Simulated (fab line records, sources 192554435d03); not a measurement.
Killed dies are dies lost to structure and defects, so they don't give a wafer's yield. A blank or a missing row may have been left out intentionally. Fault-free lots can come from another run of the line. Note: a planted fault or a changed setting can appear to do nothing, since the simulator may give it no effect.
Chamber matching    flow n5 finfet    rie diel-06 running N5_BEOL_M3_STRIP_66: 4 sister chambers
The step strips in CF4. 4 wafers are shown with their chamber, then 7 later ones without.

== EACH WAFER AND ITS CHAMBER ==
wafer   chamber  throttle valve pct (%)
L081.2  0        13.71
L081.5  2        13.79
L086.1  3        13.13
L086.2  1        14.11

== WAFERS WITHOUT THEIR CHAMBER ==
wafer   throttle valve pct (%)
L086.6  13.74
L095.2  13.83
L095.5  13.18
L095.6  13.84
L097.1  13.86
L097.2  13.21
L097.4  13.18

== EACH ONE'S CHAMBER ==
wafer    from the rows above       in truth
L086.6   can't be placed: 0 or 2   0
L095.2   can't be placed: 2 or 0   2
L095.5   3                         3
L095.6   can't be placed: 2 or 0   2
L097.1   can't be placed: 2 or 0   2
L097.2   3                         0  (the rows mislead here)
L097.4   3                         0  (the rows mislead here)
1 of 7 placed correctly. Not placeable from these rows: 4 (in 4, the candidates include the true chamber). 2 placed wrongly.
How it was worked out, from the rows above alone: a wafer's distance from a chamber is the root of the sum, over the readings, of the square of ((its reading less the chamber's mean) divided by the reading's scatter). If the next closest chamber is less than 2 further off than the closest, the wafer can't be placed; otherwise it belongs to the closest. The mean given for a chamber averages the wafers shown for that chamber. The scatter (one wafer shown for each chamber): square how far every hidden wafer sits from the nearest shown wafer, average those squares and take the square root.
